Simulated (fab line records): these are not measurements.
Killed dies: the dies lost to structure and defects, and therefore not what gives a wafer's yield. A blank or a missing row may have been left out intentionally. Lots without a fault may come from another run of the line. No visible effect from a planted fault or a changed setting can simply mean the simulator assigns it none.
Which tool did it?	flow n5_finfet	72 wafers from 24 lots sampled at 6 of the route's 1938 steps

WHAT THE GAUGES SHOWED, per wafer
N5_GATE_CUT_CD_MEAS_13: the cd target is 20 nm.
lot	measured	on	cd_nm (nm)
L074	day 4 12:29	cd_sem-01	20.00 20.18 20.32
L075	day 4 21:02	cd_sem-02	19.63 19.30 19.70
L076	day 5 00:49	cd_sem-03	19.85 20.08 20.12
L077	day 5 06:21	cd_sem-01	20.23 20.07 19.95
L078	day 5 16:14	cd_sem-02	19.91 20.40 19.54
L079	day 5 19:18	cd_sem-01	20.09 19.57 19.84
L081	day 6 05:29	cd_sem-01	20.34 20.05 20.22
L080	day 6 11:52	cd_sem-01	20.02 20.13 20.33
L082	day 6 12:59	cd_sem-01	19.82 19.94 19.74
L083	day 6 23:39	cd_sem-03	20.21 20.20 20.37
L084	day 7 06:20	cd_sem-01	20.14 19.89 19.22
L085	day 7 08:22	cd_sem-01	20.05 19.83 19.77
L086	day 7 15:38	cd_sem-02	19.69 19.68 19.72
L087	day 7 17:22	cd_sem-03	20.05 19.99 20.18
L088	day 7 23:42	cd_sem-02	20.14 19.60 19.48
L089	day 8 06:39	cd_sem-01	20.12 20.01 20.05
L090	day 8 11:11	cd_sem-02	20.00 20.07 20.33
L091	day 8 21:23	cd_sem-03	19.95 19.63 19.88
L092	day 9 03:40	cd_sem-02	20.34 19.57 20.02
L093	day 9 08:23	cd_sem-01	20.03 19.81 20.15
L094	day 9 12:41	cd_sem-01	20.05 19.72 20.45
L095	day 9 17:19	cd_sem-01	19.87 19.86 19.51
L096	day 10 03:16	cd_sem-02	20.15 20.14 19.94
L097	day 10 10:13	cd_sem-01	20.04 19.97 20.08

WHICH TOOL RAN EACH LOT (tool, then ch and the chambers of the sampled wafers, then the start)
lot	N5_HKMG_FIN_ETCH_55	N5_HKMG_FIN_ETCHBACK_68	N5_HKMG_FIN_CMP_23	N5_HKMG_FIN_CMP_94	N5_GATE_CUT_ETCHBACK_30
L074	rie_diel-04 ch 1,2, day 4 01:05	rie_metal-03 ch 1, day 4 06:56	cmp-02 ch 1,2,3, day 4 08:07	cmp-02 ch 1,2,3, day 4 08:36	rie_metal-02 ch 0, day 4 09:04
L075	rie_diel-06 ch 1,2, day 4 08:47	rie_metal-01 ch 0,1, day 4 14:41	cmp-04 ch 0,1,3, day 4 15:44	cmp-04 ch 0,1,3, day 4 16:46	rie_metal-02 ch 0, day 4 17:15
L076	rie_diel-06 ch 0,3, day 4 12:01	rie_metal-03 ch 1, day 4 18:37	cmp-03 ch 1,2,3, day 4 19:49	cmp-03 ch 1,2,3, day 4 20:12	rie_metal-03 ch 0,1, day 4 20:38
L077	rie_diel-06 ch 0,1,3, day 4 17:40	rie_metal-02 ch 0, day 4 23:40	cmp-02 ch 1,2,3, day 5 00:56	cmp-02 ch 1,2,3, day 5 01:22	rie_metal-02 ch 0,1, day 5 01:48
L078	rie_diel-02 ch 0,1, day 5 05:01	rie_metal-01 ch 0,1, day 5 10:53	cmp-02 ch 1,2, day 5 12:02	cmp-02 ch 1,2, day 5 12:28	rie_metal-03 ch 0,1, day 5 12:54
L079	rie_diel-02 ch 0,3, day 5 06:17	rie_metal-02 ch 1, day 5 12:17	cmp-04 ch 0,2,3, day 5 13:20	cmp-04 ch 0,2,3, day 5 13:49	rie_metal-03 ch 0,1, day 5 14:18
L081	rie_diel-04 ch 0,1,3, day 5 17:59	rie_metal-01 ch 0, day 6 00:00	cmp-04 ch 2,3, day 6 01:04	cmp-04 ch 2,3, day 6 01:33	rie_metal-02 ch 0,1, day 6 02:01
L080	rie_diel-04 ch 2,3, day 6 00:31	rie_metal-01 ch 0,1, day 6 06:32	cmp-03 ch 0,1,3, day 6 07:38	cmp-03 ch 0,1,3, day 6 08:04	rie_metal-01 ch 0,1, day 6 08:31
L082	rie_diel-02 ch 0,2,3, day 6 00:55	rie_metal-03 ch 0,1, day 6 07:26	cmp-03 ch 2,3, day 6 08:45	cmp-03 ch 2,3, day 6 09:11	rie_metal-02 ch 0,1, day 6 09:38
L083	rie_diel-02 ch 1,2,3, day 6 11:50	rie_metal-01 ch 1, day 6 17:53	cmp-04 ch 0,1,3, day 6 19:11	cmp-04 ch 0,1,3, day 6 19:34	rie_metal-01 ch 1, day 6 20:12
L084	rie_diel-06 ch 0,1,2, day 6 19:07	rie_metal-03 ch 0,1, day 7 00:53	cmp-04 ch 1,2,3, day 7 02:02	cmp-04 ch 1,2,3, day 7 02:31	rie_metal-03 ch 0,1, day 7 02:59
L085	rie_diel-06 ch 0,1,2, day 6 20:14	rie_metal-02 ch 0,1, day 7 02:31	cmp-02 ch 2,3, day 7 03:40	cmp-02 ch 2,3, day 7 04:06	rie_metal-01 ch 1, day 7 04:46
L086	rie_diel-02 ch 0,1, day 7 03:50	rie_metal-03 ch 0,1, day 7 10:07	cmp-04 ch 0,1,3, day 7 11:16	cmp-04 ch 0,1,3, day 7 11:41	rie_metal-01 ch 0,1, day 7 12:08
L087	rie_diel-04 ch 0,3, day 7 05:07	rie_metal-03 ch 0,1, day 7 11:52	cmp-04 ch 0,1,3, day 7 13:05	cmp-04 ch 0,1,3, day 7 13:28	rie_metal-03 ch 0,1, day 7 13:53
L088	rie_diel-04 ch 0,1, day 7 12:13	rie_metal-03 ch 0,1, day 7 18:14	cmp-03 ch 0,3, day 7 19:15	cmp-03 ch 0,3, day 7 19:44	rie_metal-02 ch 0,1, day 7 20:13
L089	rie_diel-06 ch 1,3, day 7 19:03	rie_metal-03 ch 0, day 8 01:17	cmp-04 ch 0,2,3, day 8 02:29	cmp-04 ch 0,2,3, day 8 02:52	rie_metal-01 ch 0,1, day 8 03:17
L090	rie_diel-04 ch 2,3, day 7 23:29	rie_metal-03 ch 0,1, day 8 05:26	cmp-02 ch 0,3, day 8 06:38	cmp-02 ch 0,3, day 8 07:04	rie_metal-03 ch 0,1, day 8 07:31
L091	rie_diel-04 ch 0,2,3, day 8 09:25	rie_metal-02 ch 0,1, day 8 15:34	cmp-03 ch 1,3, day 8 16:42	cmp-03 ch 1,3, day 8 17:08	rie_metal-02 ch 0,1, day 8 17:35
L092	rie_diel-02 ch 0,1,3, day 8 16:13	rie_metal-03 ch 0,1, day 8 22:17	cmp-04 ch 0,1,3, day 8 23:26	cmp-04 ch 0,1,3, day 8 23:52	rie_metal-02 ch 0,1, day 9 00:19
L093	rie_diel-02 ch 1,3, day 8 20:51	rie_metal-01 ch 0,1, day 9 02:47	cmp-02 ch 0,1,3, day 9 03:50	cmp-02 ch 0,1,3, day 9 04:19	rie_metal-02 ch 0,1, day 9 04:48
L094	rie_diel-04 ch 0,3, day 9 01:07	rie_metal-02 ch 0,1, day 9 07:10	cmp-02 ch 1,2, day 9 08:13	cmp-02 ch 1,2, day 9 08:42	rie_metal-01 ch 0,1, day 9 09:11
L095	rie_diel-04 ch 1,2,3, day 9 05:56	rie_metal-01 ch 0,1, day 9 11:53	cmp-03 ch 1,2, day 9 13:02	cmp-03 ch 1,2, day 9 13:28	rie_metal-02 ch 0,1, day 9 13:54
L096	rie_diel-06 ch 0,1,3, day 9 15:38	rie_metal-03 ch 0,1, day 9 21:28	cmp-03 ch 0,3, day 9 22:42	cmp-03 ch 0,3, day 9 23:11	rie_metal-03 ch 1, day 9 23:39
L097	rie_diel-04 ch 1,2,3, day 9 21:42	rie_metal-02 ch 0,1, day 10 04:25	cmp-04 ch 0,1, day 10 05:40	cmp-04 ch 0,1, day 10 06:05	rie_metal-02 ch 0,1, day 10 06:32
- N5_HKMG_FIN_ETCH_55: etches SOC in N2/H2, target depth 240 nm, time 300 s.
- N5_HKMG_FIN_ETCHBACK_68: etches the open film in Cl2/Ar, stops on HfO2, target depth 0.5 nm.
- N5_HKMG_FIN_CMP_23: polishes, stops on SiNx, t overpolish 10 s, target thk 46.326 nm.
- N5_HKMG_FIN_CMP_94: polishes, stops on SiNx, t overpolish 4.7 s, target thk 43.299 nm.
- N5_GATE_CUT_ETCHBACK_30: etches TiN in Cl2/Ar, target depth 3 nm.

WHAT THE TOOLS THEMSELVES READ (means of the sampled wafers that have a number; where no wafer has one, the mark that the record gives instead)
N5_HKMG_FIN_ETCH_55.
lot	tool	drypump_motor_current_A (A)	oes_product_au (a.u.)	rf_vpp_V (V)	showerhead_plenum_p_Torr (Torr)	throttle_valve_pct (%)
L074	rie_diel-04	5.4	0.77	522.7	2.48	18.11
L075	rie_diel-06	6.0	0.93	523.4	2.52	18.03
L076	rie_diel-06	5.6	0.84	521.9	2.50	17.77
L077	rie_diel-06	5.8	0.86	522.1	2.51	17.86
L078	rie_diel-02	5.8	0.72	525.3	2.56	17.63
L079	rie_diel-02	5.4	0.86	523.7	2.55	17.94
L081	rie_diel-04	5.6	0.77	523.5	2.51	17.88
L080	rie_diel-04	5.7	0.78	522.8	2.45	17.50
L082	rie_diel-02	5.3	0.79	525.6	2.59	17.86
L083	rie_diel-02	5.2	0.79	523.9	2.53	17.83
L084	rie_diel-06	5.8	0.78	522.8	2.52	18.09
L085	rie_diel-06	5.8	0.77	522.9	2.52	18.09
L086	rie_diel-02	5.7	0.71	522.3	2.48	17.63
L087	rie_diel-04	5.7	0.79	523.1	2.49	17.59
L088	rie_diel-04	5.8	0.74	525.0	2.58	18.06
L089	rie_diel-06	5.7	0.88	521.6	2.48	17.78
L090	rie_diel-04	5.7	0.77	522.5	2.44	17.52
L091	rie_diel-04	5.9	0.74	523.6	2.51	17.69
L092	rie_diel-02	5.6	0.77	522.3	2.51	17.81
L093	rie_diel-02	5.4	0.82	521.2	2.47	17.95
L094	rie_diel-04	5.9	0.74	523.3	2.56	17.78
L095	rie_diel-04	5.5	0.74	521.8	2.45	17.87
L096	rie_diel-06	5.8	0.89	522.4	2.49	17.81
L097	rie_diel-04	5.5	0.75	522.4	2.45	17.88

N5_HKMG_FIN_ETCHBACK_68.
lot	tool	drypump_motor_current_A (A)	oes_product_au (a.u.)	throttle_valve_pct (%)
L074	rie_metal-03	6.0	0.63	21.34
L075	rie_metal-01	6.0	0.72	21.21
L076	rie_metal-03	6.0	0.62	21.32
L077	rie_metal-02	5.4	0.78	20.51
L078	rie_metal-01	5.6	0.67	21.21
L079	rie_metal-02	5.9	0.72	20.98
L081	rie_metal-01	5.3	0.62	21.19
L080	rie_metal-01	6.0	0.72	21.22
L082	rie_metal-03	6.0	0.78	20.97
L083	rie_metal-01	6.3	0.76	21.23
L084	rie_metal-03	5.9	0.77	20.98
L085	rie_metal-02	5.8	0.74	20.83
L086	rie_metal-03	6.0	0.70	21.16
L087	rie_metal-03	6.0	0.77	20.98
L088	rie_metal-03	6.0	0.69	21.17
L089	rie_metal-03	5.9	0.84	20.80
L090	rie_metal-03	6.0	0.69	21.17
L091	rie_metal-02	5.6	0.74	20.68
L092	rie_metal-03	5.9	0.76	20.99
L093	rie_metal-01	5.7	0.66	21.22
L094	rie_metal-02	5.8	0.72	20.85
L095	rie_metal-01	5.7	0.65	21.22
L096	rie_metal-03	5.9	0.68	21.18
L097	rie_metal-02	5.6	0.73	20.68

N5_HKMG_FIN_CMP_23.
lot	tool	motor_current_A (A)	overpolish_run_s (s)	slurry_filter_dp_kPa (kPa)	time_to_endpoint_s (s)
L074	cmp-02	12.4	10.007	13.44	13.7
L075	cmp-04	12.1	10.001	13.38	16.4
L076	cmp-03	12.9	10.003	13.44	12.0
L077	cmp-02	12.4	10.014	13.52	13.0
L078	cmp-02	12.9	9.986	13.43	14.1
L079	cmp-04	12.0	10.005	13.61	12.9
L081	cmp-04	12.2	10.002	13.44	12.1
L080	cmp-03	12.8	9.999	13.30	12.6
L082	cmp-03	12.8	10.002	13.60	11.6
L083	cmp-04	12.1	9.994	13.54	12.3
L084	cmp-04	12.3	10.002	13.54	11.7
L085	cmp-02	12.4	10.006	13.63	13.1
L086	cmp-04	11.9	9.990	13.42	14.6
L087	cmp-04	12.1	9.992	13.57	13.0
L088	cmp-03	12.5	10.002	13.46	11.4
L089	cmp-04	11.8	10.002	13.52	12.8
L090	cmp-02	12.2	10.008	13.55	10.9
L091	cmp-03	12.5	9.996	13.56	11.5
L092	cmp-04	12.2	10.003	13.57	14.3
L093	cmp-02	12.3	10.006	13.43	10.7
L094	cmp-02	13.1	9.988	13.43	14.5
L095	cmp-03	12.8	9.995	13.46	10.2
L096	cmp-03	12.6	10.003	13.39	11.9
L097	cmp-04	11.3	10.006	13.52	9.6

N5_HKMG_FIN_CMP_94.
lot	tool	motor_current_A (A)	slurry_filter_dp_kPa (kPa)
L074	cmp-02	12.9	13.53
L075	cmp-04	12.0	13.43
L076	cmp-03	13.3	13.49
L077	cmp-02	13.1	13.54
L078	cmp-02	13.3	13.34
L079	cmp-04	12.1	13.56
L081	cmp-04	12.5	13.50
L080	cmp-03	12.6	13.50
L082	cmp-03	12.9	13.47
L083	cmp-04	11.8	13.29
L084	cmp-04	12.0	13.60
L085	cmp-02	12.4	13.53
L086	cmp-04	11.9	13.59
L087	cmp-04	11.6	13.56
L088	cmp-03	12.9	13.46
L089	cmp-04	11.9	13.44
L090	cmp-02	12.1	13.54
L091	cmp-03	12.5	13.41
L092	cmp-04	11.8	13.37
L093	cmp-02	12.4	13.63
L094	cmp-02	13.1	13.40
L095	cmp-03	12.2	13.35
L096	cmp-03	12.4	13.61
L097	cmp-04	11.4	13.48

N5_GATE_CUT_ETCHBACK_30.
lot	tool	drypump_motor_current_A (A)	oes_product_au (a.u.)	throttle_valve_pct (%)
L074	rie_metal-02	5.4	0.79	20.50
L075	rie_metal-02	5.4	0.79	20.50
L076	rie_metal-03	6.0	0.72	21.14
L077	rie_metal-02	5.8	0.76	20.80
L078	rie_metal-03	6.0	0.72	21.13
L079	rie_metal-03	6.0	0.72	21.14
L081	rie_metal-02	5.8	0.75	20.81
L080	rie_metal-01	6.0	0.72	21.22
L082	rie_metal-02	5.8	0.75	20.80
L083	rie_metal-01	6.4	0.76	21.24
L084	rie_metal-03	6.0	0.70	21.15
L085	rie_metal-01	6.4	0.77	21.24
L086	rie_metal-01	6.0	0.72	21.22
L087	rie_metal-03	6.0	0.78	20.98
L088	rie_metal-02	5.6	0.76	20.66
L089	rie_metal-01	6.1	0.71	21.23
L090	rie_metal-03	5.9	0.76	20.98
L091	rie_metal-02	5.6	0.75	20.67
L092	rie_metal-02	5.8	0.74	20.83
L093	rie_metal-02	5.8	0.74	20.81
L094	rie_metal-01	5.7	0.66	21.22
L095	rie_metal-02	5.8	0.73	20.83
L096	rie_metal-03	6.0	0.61	21.35
L097	rie_metal-02	5.7	0.73	20.84

THE ANSWER, worked out from the rows above alone
Rule: usual is defined by the lots themselves. The widest of any qualifying gaps counts: lots, ordered by their means at a reading, are off when they make up no more than a third of the lots, leave a main group of 4 or more, and stand apart from it by 3 or more times the standard deviation of that group's means. A main group is skipped when, at the precision printed for the reading in the tables above, its means are all equal. Also off: a lot with no number at a reading for which 4 or more lots have one. Any other lot the step has rows for is counted as sound. After the gauges, taken in route order, come the tools' own readings; for these a lot's mean is taken, as printed above. At the first step where some lot is off, the reading lying furthest off is the one used; lots without a number count as furthest.
No lot is off on any of the readings shown, so nothing can be concluded from this.

WHAT THE SIMULATOR HAD INSERTED
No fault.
